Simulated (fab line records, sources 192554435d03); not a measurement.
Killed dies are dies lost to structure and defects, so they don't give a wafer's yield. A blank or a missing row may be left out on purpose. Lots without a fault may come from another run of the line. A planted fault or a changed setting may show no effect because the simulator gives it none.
Which tool did it? | flow n5_finfet | 12 lots, 36 wafers sampled, at 4 steps of a route of 1938

WHAT THE GAUGES READ, wafer by wafer
N5_BEOL_M11_INSPECT_13: inspects for defects (brightfield). Usual: raw_defect_count 414, standard deviation 94.
lot  | measured     | on                | raw_defect_count | flag
L245 | day 10 12:08 | defect_inspect-01 | 415 371 418      |
L247 | day 10 19:44 | defect_inspect-01 | 455 643 511      |
L249 | day 11 11:02 | defect_inspect-01 | 394 429 356      |
L250 | day 12 02:46 | defect_inspect-02 | 463 426 428      |
L252 | day 12 06:13 | defect_inspect-01 | 485 389 408      |
L253 | day 12 15:01 | defect_inspect-01 | 294 593 312      |
L258 | day 13 11:50 | defect_inspect-02 | 406 336 381      |
L259 | day 13 21:35 | defect_inspect-01 | 370 339 251      |
L261 | day 14 15:06 | defect_inspect-01 | 251 216 379      |
L264 | day 15 22:17 | defect_inspect-02 | 461 513 461      |
L266 | day 16 03:08 | defect_inspect-02 | 420 339 388      |
L265 | day 16 03:28 | defect_inspect-02 | 413 348 448      |

WHICH TOOL RAN EACH LOT (tool, then ch and the chambers of the sampled wafers, then the start)
lot  | N5_BEOL_M10_DEGAS_44         | N5_BEOL_M10_ANNEAL_51            | N5_BEOL_M11_EXPOSE_08
L245 | pvd_sputter-02, day 10 08:04 | rtp_anneal-01 ch 0, day 10 09:41 | arfi_scanner-02 ch 0, day 10 11:58
L247 | pvd_sputter-01, day 10 14:56 | rtp_anneal-01 ch 0, day 10 16:19 | arfi_scanner-02 ch 0, day 10 19:34
L249 | pvd_sputter-02, day 11 07:00 | rtp_anneal-02 ch 0, day 11 08:41 | arfi_scanner-03 ch 0, day 11 10:52
L250 | pvd_sputter-02, day 11 21:32 | rtp_anneal-02 ch 0, day 11 22:46 | arfi_scanner-01 ch 0, day 12 02:35
L252 | pvd_sputter-02, day 12 02:28 | rtp_anneal-02 ch 0, day 12 03:44 | arfi_scanner-03 ch 0, day 12 06:03
L253 | pvd_sputter-01, day 12 09:06 | rtp_anneal-02 ch 0, day 12 10:44 | arfi_scanner-02 ch 0, day 12 14:50
L258 | pvd_sputter-01, day 13 08:05 | rtp_anneal-01 ch 0, day 13 08:54 | arfi_scanner-02 ch 0, day 13 11:40
L259 | pvd_sputter-03, day 13 16:29 | rtp_anneal-02 ch 0, day 13 17:42 | arfi_scanner-02 ch 0, day 13 21:24
L261 | pvd_sputter-03, day 14 11:13 | rtp_anneal-02 ch 0, day 14 13:01 | arfi_scanner-02 ch 0, day 14 14:56
L264 | pvd_sputter-02, day 15 18:23 | rtp_anneal-02 ch 0, day 15 19:12 | arfi_scanner-03 ch 0, day 15 22:06
L266 | pvd_sputter-03, day 15 21:32 | rtp_anneal-02 ch 0, day 15 22:25 | arfi_scanner-03 ch 0, day 16 02:57
L265 | pvd_sputter-02, day 15 21:55 | rtp_anneal-01 ch 0, day 15 22:59 | arfi_scanner-03 ch 0, day 16 03:18
- N5_BEOL_M10_DEGAS_44: time 60 s.
- N5_BEOL_M10_ANNEAL_51: time 90 s.
- N5_BEOL_M11_EXPOSE_08: exposes mask M11.

WHAT THE TOOLS THEMSELVES READ (means of the sampled wafers that have a number; where no wafer has one, the mark that the record gives instead)
N5_BEOL_M10_DEGAS_44. Usual: heater_power_w 336 W, standard deviation 33; susceptor_temp_C 250.01 C, standard deviation 0.16.
lot  | tool           | heater_power_w (W) | susceptor_temp_C (C) | flag
L245 | pvd_sputter-02 | 348                | 250.09               |
L247 | pvd_sputter-01 | 287                | 250.09               |
L249 | pvd_sputter-02 | 349                | 250.02               |
L250 | pvd_sputter-02 | 354                | 249.98               |
L252 | pvd_sputter-02 | 345                | 250.02               |
L253 | pvd_sputter-01 | 290                | 250.03               |
L258 | pvd_sputter-01 | 287                | 249.90               |
L259 | pvd_sputter-03 | 336                | 249.95               |
L261 | pvd_sputter-03 | 344                | 250.04               |
L264 | pvd_sputter-02 | 348                | 250.25               |
L266 | pvd_sputter-03 | 352                | 250.11               |
L265 | pvd_sputter-02 | 371                | 249.99               |

N5_BEOL_M10_ANNEAL_51. Usual: wafer_temp_C_max 226.01, standard deviation 0.24.
lot  | tool          | wafer_temp_C_max | flag
L245 | rtp_anneal-01 | 225.69           |
L247 | rtp_anneal-01 | 226.14           |
L249 | rtp_anneal-02 | 226.19           |
L250 | rtp_anneal-02 | 225.83           |
L252 | rtp_anneal-02 | 226.11           |
L253 | rtp_anneal-02 | 226.08           |
L258 | rtp_anneal-01 | 225.88           |
L259 | rtp_anneal-02 | 226.08           |
L261 | rtp_anneal-02 | 226.06           |
L264 | rtp_anneal-02 | 226.13           |
L266 | rtp_anneal-02 | 226.02           |
L265 | rtp_anneal-01 | 225.89           |

N5_BEOL_M11_EXPOSE_08. Usual: exposure_dose_mJ_cm2 53.70, standard deviation 0.055; stage_vel_mm_s 499.96 mm/s, standard deviation 0.27.
lot  | tool            | exposure_dose_mJ_cm2 | stage_vel_mm_s (mm/s) | flag
L245 | arfi_scanner-02 | 53.65                | 500.28                |
L247 | arfi_scanner-02 | 53.60                | 499.85                |
L249 | arfi_scanner-03 | 53.73                | 500.13                |
L250 | arfi_scanner-01 | 53.70                | 499.72                |
L252 | arfi_scanner-03 | 53.62                | 499.66                |
L253 | arfi_scanner-02 | 53.66                | 500.04                |
L258 | arfi_scanner-02 | 55.22                | 499.79                | OFF
L259 | arfi_scanner-02 | 54.94                | 500.11                | OFF
L261 | arfi_scanner-02 | 54.71                | 499.79                | OFF
L264 | arfi_scanner-03 | 53.77                | 499.88                |
L266 | arfi_scanner-03 | 53.77                | 500.44                |
L265 | arfi_scanner-03 | 53.77                | 499.92                |

THE ANSWER, worked out from the rows above alone
Rule: a lot is off if the mean of its wafers that have a number lies more than 3 standard deviations from the usual mean. A lot without any number at a reading at which 4 lots or more have one is off too. The other lots that the step has rows for count as sound. The gauges are gone through in route order, then the tools' own readings, and for those a lot's mean is taken as printed above. The first step at which some lot is off is used, and at that step the reading that is off furthest; a lot without a number counts as furthest.
Off: L258, L259, L261, at N5_BEOL_M11_EXPOSE_08 (exposure_dose_mJ_cm2).
A tool fits if, at that step or a process step before it, it ran every lot that is off, and no sound lot after the first of them. One fits: arfi_scanner-02 at N5_BEOL_M11_EXPOSE_08. Its last sound lot is L253 (day 12 14:50), its first lot that is off L258 (day 13 11:40): a fault that began between those two fits.
The tool's own readings at N5_BEOL_M11_EXPOSE_08 bear it out: on the lots that are off they differ by more than 5 times the standard deviation of the sound lots' means. exposure_dose_mJ_cm2 reads 54.96 there against 53.70 on the sound lots.

WHAT THE SIMULATOR HAD PUT IN
Process parameter drift: arfi_scanner-02, from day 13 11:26 on, at N5_BEOL_M11_EXPOSE_08. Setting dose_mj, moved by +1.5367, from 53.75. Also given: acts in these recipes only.
Lots struck among those shown: L258, L259, L261. The rule above found the same.
